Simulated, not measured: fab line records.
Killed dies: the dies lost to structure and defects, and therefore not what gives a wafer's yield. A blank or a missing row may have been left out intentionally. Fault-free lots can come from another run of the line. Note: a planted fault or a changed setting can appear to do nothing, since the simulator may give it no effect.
Which of the tools did it? + flow nand harc + 12 lots with 36 wafers sampled at 6 steps, on a route of 1302 steps

## WHAT THE GAUGES READ, wafer by wafer
NHARC_P_GATE_CD_MEAS_11 targets a cd of 1640 nm.
| lot  | measured     | on        | cd nm (nm)           |
|------|--------------|-----------|----------------------|
| L621 | day 4 19:46  | cd sem-02 | 1641.4 1639.5 1639.3 |
| L622 | day 5 10:11  | cd sem-03 | 1640.8 1641.1 1641.9 |
| L625 | day 5 23:30  | cd sem-01 | 1642.3 1642.3 1639.9 |
| L626 | day 6 14:40  | cd sem-01 | 1640.6 1640.3 1639.1 |
| L628 | day 7 09:13  | cd sem-02 | 1643.9 1639.7 1645.0 |
| L632 | day 8 20:53  | cd sem-01 | 1640.9 1637.5 1641.3 |
| L639 | day 11 22:10 | cd sem-02 | 1640.4 1638.4 1640.4 |
| L640 | day 12 04:37 | cd sem-03 | 1639.8 1638.2 1641.3 |
| L641 | day 12 17:40 | cd sem-01 | 1640.1 1638.8 1641.8 |
| L642 | day 13 01:29 | cd sem-01 | 1640.1 1640.5 1642.7 |
| L643 | day 13 15:55 | cd sem-03 | 1639.5 1639.0 1639.2 |
| L644 | day 13 23:22 | cd sem-02 | 1641.7 1640.1 1638.9 |

NHARC_P_GATE_CD_MEAS_46 targets a cd of 720 nm.
| lot  | measured     | on        | cd nm (nm)        |
|------|--------------|-----------|-------------------|
| L621 | day 5 21:44  | cd sem-01 | 719.4 719.8 717.6 |
| L622 | day 6 13:52  | cd sem-02 | 718.2 720.9 720.4 |
| L625 | day 7 04:37  | cd sem-02 | 718.9 720.0 721.0 |
| L626 | day 7 20:28  | cd sem-01 | 720.5 720.6 719.4 |
| L628 | day 8 11:12  | cd sem-02 | 715.3 718.2 717.1 |
| L632 | day 9 22:41  | cd sem-03 | - - -             |
| L639 | day 13 04:01 | cd sem-03 | 720.9 719.7 721.2 |
| L640 | day 13 10:59 | cd sem-02 | 721.3 721.8 721.0 |
| L641 | day 13 22:26 | cd sem-01 | 722.6 720.3 721.4 |
| L642 | day 14 05:26 | cd sem-02 | 718.2 718.4 719.2 |
| L643 | day 14 18:14 | cd sem-02 | 717.4 720.1 718.1 |
| L644 | day 15 01:19 | cd sem-02 | 718.8 719.0 718.1 |

NHARC_END_SORT_01.
| lot  | measured     | on        | killed at array | killed at other | killed at periphery | killed dies | killed open | killed short |
|------|--------------|-----------|-----------------|-----------------|---------------------|-------------|-------------|--------------|
| L621 | day 24 21:58 | prober-01 | 41 41 41        | 0 0 0           | 0 3 4               | 41 44 45    | 4 5 4       | 3 1 3        |
| L622 | day 25 00:15 | prober-02 | 112 116 117     | 0 0 3           | 3 1 2               | 115 117 122 | 4 2 5       | 1 1 2        |
| L625 | day 25 18:49 | prober-02 | 25 18 25        | 2 1 2           | 1 0 1               | 28 19 28    | 2 3 2       | 0 1 2        |
| L626 | day 26 04:32 | prober-02 | 45 45 47        | 2 0 0           | 0 2 3               | 47 47 50    | 3 4 3       | 2 3 1        |
| L628 | day 27 00:41 | prober-01 | 39 34 30        | 0 1 0           | 4 2 5               | 43 37 35    | 2 4 3       | 5 3 2        |
| L632 | day 29 02:59 | prober-02 | 100 86 96       | 3 2 2           | 574 589 579         | 677 677 677 | 5 6 3       | 1 2 0        |
| L639 | day 32 17:45 | prober-01 | 84 81 65        | 0 1 0           | 3 1 0               | 87 83 65    | 3 3 2       | 2 0 2        |
| L640 | day 32 08:07 | prober-01 | 82 78 76        | 0 0 0           | 1 1 4               | 83 79 80    | 5 3 3       | 3 1 1        |
| L641 | day 32 01:05 | prober-01 | 50 61 50        | 1 0 0           | 2 1 4               | 53 62 54    | 0 4 3       | 0 2 4        |
| L642 | day 33 04:57 | prober-02 | 68 48 45        | 0 0 1           | 1 0 3               | 69 48 49    | 4 4 1       | 3 1 1        |
| L643 | day 33 14:23 | prober-02 | 41 47 55        | 1 4 2           | 1 3 1               | 43 54 58    | 2 4 1       | 2 2 4        |
| L644 | day 33 10:23 | prober-01 | 39 41 46        | 0 0 0           | 0 1 4               | 39 42 50    | 4 5 5       | 3 4 2        |

## WHAT TOOL EACH LOT RAN ON (gives the tool, then ch and the chambers of the sampled wafers, and finally the start)
| lot  | NHARC_P_GATE_HM_OPEN_105                      | NHARC_P_GATE_EXPOSE_43            | NHARC_P_GATE_DESCUM_48             |
|------|-----------------------------------------------|-----------------------------------|------------------------------------|
| L621 | rie diel-05 ch 0,2,3, day 5 21:34 or earlier  | krf scanner-03 ch 0, day 5 21:34  | rie diel-05 ch 0,2,3, day 5 21:53  |
| L622 | rie diel-10 ch 0,3, day 6 13:42 or earlier    | krf scanner-02 ch 0, day 6 13:42  | rie diel-05 ch 2,3, day 6 14:02    |
| L625 | rie diel-10 ch 2,3, day 7 04:28 or earlier    | krf scanner-04 ch 0, day 7 04:28  | rie diel-05 ch 0,2,3, day 7 04:46  |
| L626 | rie diel-04 ch 0,2, day 7 20:19 or earlier    | krf scanner-03 ch 0, day 7 20:19  | rie diel-04 ch 0,3, day 7 20:38    |
| L628 | rie diel-04 ch 0,1,2, day 8 11:03 or earlier  | krf scanner-02 ch 0, day 8 11:03  | rie diel-05 ch 0,1, day 8 11:24    |
| L632 | rie diel-04 ch 1,2,3, day 9 22:32 or earlier  | krf scanner-02 ch 0, day 9 22:32  | rie diel-10 ch 1,2,3, day 9 22:52  |
| L639 | rie diel-04 ch 0,1,2, day 13 03:52 or earlier | krf scanner-04 ch 0, day 13 03:52 | rie diel-10 ch 0,1,2, day 13 04:11 |
| L640 | rie diel-10 ch 0,1, day 13 10:50 or earlier   | krf scanner-02 ch 0, day 13 10:50 | rie diel-05 ch 1,2, day 13 11:10   |
| L641 | rie diel-05 ch 0,3, day 13 22:17 or earlier   | krf scanner-04 ch 0, day 13 22:17 | rie diel-04 ch 2,3, day 13 22:36   |
| L642 | rie diel-05 ch 0,1,2, day 14 05:17 or earlier | krf scanner-04 ch 0, day 14 05:17 | rie diel-10 ch 0,2,3, day 14 05:37 |
| L643 | rie diel-10 ch 0,1,3, day 14 18:05 or earlier | krf scanner-02 ch 0, day 14 18:05 | rie diel-04 ch 0,1,2, day 14 18:26 |
| L644 | rie diel-04 ch 1,2,3, day 15 01:10 or earlier | krf scanner-03 ch 0, day 15 01:10 | rie diel-10 ch 0,2,3, day 15 01:29 |
- NHARC_P_GATE_HM_OPEN_105: chemistry O2/COS, target depth 360 nm.
- NHARC_P_GATE_EXPOSE_43: exposes mask P NSD, target cd 720 nm.
- NHARC_P_GATE_DESCUM_48: chemistry O2, time 3 s.

## WHAT THE TOOLS THEMSELVES READ (means of the sampled wafers that have a number; where no wafer has one, the mark that the record gives instead)
NHARC_P_GATE_HM_OPEN_105.
| lot  | tool        | drypump motor current A (A) | oes product au (a.u.) | rf vpp V (V) | showerhead plenum p Torr (Torr) | throttle valve pct (%) |
|------|-------------|-----------------------------|-----------------------|--------------|---------------------------------|------------------------|
| L621 | rie diel-05 | 5.7                         | 0.994                 | 469.0        | 3.17                            | 28.329                 |
| L622 | rie diel-10 | 5.7                         | 0.984                 | 466.2        | 3.05                            | 28.336                 |
| L625 | rie diel-10 | 5.8                         | 0.987                 | 471.0        | 3.28                            | 28.326                 |
| L626 | rie diel-04 | 6.1                         | 1.006                 | 467.6        | 3.14                            | 28.334                 |
| L628 | rie diel-04 | 5.8                         | 1.003                 | 465.6        | 3.11                            | 28.334                 |
| L632 | rie diel-04 | 5.7                         | 0.995                 | 467.0        | 3.12                            | 28.332                 |
| L639 | rie diel-04 | 5.7                         | 1.009                 | 467.3        | 3.11                            | 28.332                 |
| L640 | rie diel-10 | 5.4                         | 0.984                 | 464.5        | 2.98                            | 28.337                 |
| L641 | rie diel-05 | 5.5                         | 1.012                 | 465.6        | 3.08                            | 28.333                 |
| L642 | rie diel-05 | 6.1                         | 1.002                 | 469.1        | 3.20                            | 28.333                 |
| L643 | rie diel-10 | 5.6                         | 0.990                 | 466.5        | 3.09                            | 28.336                 |
| L644 | rie diel-04 | 5.8                         | 1.004                 | 466.9        | 3.12                            | 28.335                 |

NHARC_P_GATE_DESCUM_48.
| lot  | tool        | drypump motor current A (A) | oes product au (a.u.) | rf vpp V (V) | showerhead plenum p Torr (Torr) | throttle valve pct (%) |
|------|-------------|-----------------------------|-----------------------|--------------|---------------------------------|------------------------|
| L621 | rie diel-05 | 5.7                         | 0.997                 | 58.5         | 1.95                            | 11.307                 |
| L622 | rie diel-05 | 5.7                         | 0.997                 | 58.1         | 1.95                            | 11.307                 |
| L625 | rie diel-05 | 5.7                         | 0.996                 | 57.4         | 1.95                            | 11.311                 |
| L626 | rie diel-04 | 5.9                         | 0.995                 | 57.4         | 1.90                            | 11.307                 |
| L628 | rie diel-05 | 6.2                         | 0.986                 | 58.0         | 1.93                            | 11.317                 |
| L632 | rie diel-10 | 5.5                         | 0.996                 | 58.3         | 1.97                            | 11.303                 |
| L639 | rie diel-10 | 5.4                         | 0.990                 | 58.2         | 1.90                            | 11.313                 |
| L640 | rie diel-05 | 6.4                         | 1.002                 | 57.8         | 1.99                            | 11.323                 |
| L641 | rie diel-04 | 6.0                         | 0.999                 | 58.4         | 1.93                            | 11.311                 |
| L642 | rie diel-10 | 5.6                         | 1.003                 | 57.0         | 1.94                            | 11.307                 |
| L643 | rie diel-04 | 5.7                         | 1.002                 | 57.9         | 1.90                            | 11.310                 |
| L644 | rie diel-10 | 5.6                         | 0.995                 | 57.6         | 1.94                            | 11.307                 |

## THE ANSWER, worked out from the rows above alone
Rule: the usual values come from the lots themselves. Put in order of their means at a reading, lots are off if they are a third of the lots or fewer, leave a main group of 4 or more, and stand apart from it by a gap of 3 or more times the standard deviation of the main group's means; of several such gaps the widest counts. The tables above print the reading to a certain number of digits; a main group whose means all agree to those digits is not used. A lot without any number at a reading at which 4 lots or more have one is off too. Where the step has rows for the other lots, those lots are counted as sound. First the gauges in route order, then the tools' own readings, where a lot's mean is used as printed above. The first step at which some lot is off is used, and at that step the reading that is off furthest; a lot without a number counts as furthest.
Off: L632, at NHARC_P_GATE_CD_MEAS_46 (cd nm). Without a number there: L632. The main group: mean 719.5 nm, standard deviation 1.3.
If a tool, at a process step before that reading, ran all the lots that are off and no sound lot after the first of them, it fits. The gauges at NHARC_P_GATE_CD_MEAS_46 aren't tried: what is off there is off at NHARC_END_SORT_01 too, on other tools, and a gauge's error can't cause that. With no start given for some of its lots, NHARC_P_GATE_HM_OPEN_105 uses the hours and lot order of NHARC_P_GATE_EXPOSE_43. Of those tried, none fits.

## WHAT WAS PUT IN BY THE SIMULATOR
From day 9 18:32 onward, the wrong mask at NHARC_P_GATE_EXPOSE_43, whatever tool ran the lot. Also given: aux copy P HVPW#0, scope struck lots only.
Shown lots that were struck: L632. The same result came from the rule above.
